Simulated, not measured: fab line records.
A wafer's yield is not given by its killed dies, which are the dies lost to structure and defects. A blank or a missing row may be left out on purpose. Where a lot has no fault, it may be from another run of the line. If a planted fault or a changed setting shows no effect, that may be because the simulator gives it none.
A struck lot beside a sound one | flow nand-harc | 20 steps out of a route of 1159
Sound: these wafers, L634.3, L634.5, L634.6. Struck: wafers L637.1, L637.2, L637.3. Last of all comes the cause.
Per side, at each step with rows, come the tool, then ch with its chambers, and then its first start. Under that, the readings that differ: sound wafers | struck wafers | difference of the means | sigmas: that difference in standard deviations of wafers without a fault.
alike: words and numbers the same on both sides, and readings whose means are apart by under 2 such deviations; not compared: readings that were withheld, readings missing a value for some wafer, numbers with overlapping values and no deviation given by the record, and bounds like >300 which may hide the same value.
Wherever a step has rows on one side only, a row that says differs or no value, or a row with sigmas, the two part there. Numbers that don't overlap but have no deviation are shown without sigmas and don't part them. A reading that every wafer of one side lacks parts them only if that side has two wafers or more.

NHARC_P_ZERO_WELL_CD_MEAS_11: target cd 500 nm.
  sound on cd-sem-02 ch 0, day 4 01:15; struck on cd-sem-01 ch 0, day 4 19:14
  alike: cd-nm
then, 1 step without rows for these wafers: NHARC_P_ZERO_WELL_HARDBAKE_12 (time 65 s).
NHARC_P_ZERO_WELL_DESCUM_13: chemistry O2, time 3 s.
  sound on rie-diel-06 ch 0,1,3, day 4 01:26; struck on rie-diel-06 ch 1,2,3, day 4 19:24
  alike: drypump-motor-current-A, oes-product-au, rf-vpp-V, showerhead-plenum-p-Torr, throttle-valve-pct
  not compared: rf-hours-counter-h
NHARC_P_ZERO_WELL_ETCH_65: etches the open film in N2/H2, target depth 80 nm, overetch 24 nm, time 87.88 s.
  sound on rie-diel-06 ch 0,2,3, day 4 01:30; struck on rie-diel-06 ch 1,2,3, day 4 19:30
  alike: bias-w, drypump-motor-current-A, oes-product-au, rf-fwd-power-W, rf-vpp-V, showerhead-plenum-p-Torr, throttle-valve-pct
  not compared: rf-hours-counter-h
NHARC_P_ZERO_WELL_ETCH_62: etches the open film in CHF3/Ar, target depth 13 nm, time 6.5 s.
  sound on rie-diel-06 ch 1,2,3; struck on rie-diel-06 ch 1,2,3
  alike: bias-w, drypump-motor-current-A, oes-product-au, rf-fwd-power-W, rf-vpp-V, showerhead-plenum-p-Torr, throttle-valve-pct
  not compared: rf-hours-counter-h
NHARC_P_ZERO_WELL_ETCH_63: etches the open film in HBr/Cl2, target depth 120 nm, time 40.1 s.
  sound on rie-si-02 ch 1,2,3, day 4 01:41; struck on rie-si-03 ch 0,2,3, day 4 19:41
  alike: bias-w, drypump-motor-current-A, hbr-flow-sccm, oes-product-au, rf-fwd-power-W, throttle-valve-pct
  not compared: rf-hours-counter-h
then, 6 steps without rows for these wafers: NHARC_P_ZERO_WELL_STRIP_15 (strips in SPM, time 900 s); NHARC_P_ZERO_WELL_DEHYDRATE_16 (time 120 s); NHARC_P_ZERO_WELL_HMDS_17 (time 30 s); NHARC_P_ZERO_WELL_COAT_18; NHARC_P_ZERO_WELL_SOFTBAKE_19 (time 95 s); NHARC_P_ZERO_WELL_EBR_20.
NHARC_P_ZERO_WELL_EXPOSE_21: exposes mask P NWELL, target cd 720 nm.
  sound on krf-scanner-02 ch 0, day 4 02:28; struck on krf-scanner-02 ch 0, day 4 20:28
  reading | sound                         | struck                                 | difference | sigmas
  mask    | P_NWELL#0 P_NWELL#0 P_NWELL#0 | P_NWELL_R1#0 P_NWELL_R1#0 P_NWELL_R1#0 | differs    |
then, 2 steps without rows for these wafers: NHARC_P_ZERO_WELL_PEB_22 (peb time 85 s); NHARC_P_ZERO_WELL_DEVELOP_23 (time 70 s).
NHARC_P_ZERO_WELL_CD_MEAS_24: target cd 720 nm.
  sound on cd-sem-01 ch 0, day 4 02:37; struck on cd-sem-03 ch 0, day 4 20:37
  reading    | sound             | struck            | difference | sigmas
  cd-nm (nm) | 718.2 720.4 723.9 | 691.8 692.7 694.1 | -28.0      | -16
then, 1 step without rows for these wafers: NHARC_P_ZERO_WELL_HARDBAKE_25 (time 80 s).
NHARC_P_ZERO_WELL_DESCUM_26: chemistry O2, time 3 s.
  sound on rie-diel-07 ch 1,3, day 4 02:47; struck on rie-diel-06 ch 1,2,3, day 4 20:47
  reading                      | sound             | struck            | difference | sigmas
  model.P_ZERO_WELL.cd-nm (nm) | 718.4 719.7 723.6 | 691.8 692.4 694.5 | -27.7      |
  alike: drypump-motor-current-A, oes-product-au, rf-vpp-V, showerhead-plenum-p-Torr, throttle-valve-pct
  not compared: rf-hours-counter-h
next, for these wafers, 1 step has no rows: NHARC_P_ZERO_WELL_IMPLANT_27.
NHARC_END_SORT_01:
  the record has rows for the sound wafers here (prober-01 ch 0, day 22 00:50) and none for the struck ones

## WHERE THEY PART
First at NHARC_P_ZERO_WELL_EXPOSE_21; last, within this record, at NHARC_END_SORT_01.

WHY: the cause the simulator had injected
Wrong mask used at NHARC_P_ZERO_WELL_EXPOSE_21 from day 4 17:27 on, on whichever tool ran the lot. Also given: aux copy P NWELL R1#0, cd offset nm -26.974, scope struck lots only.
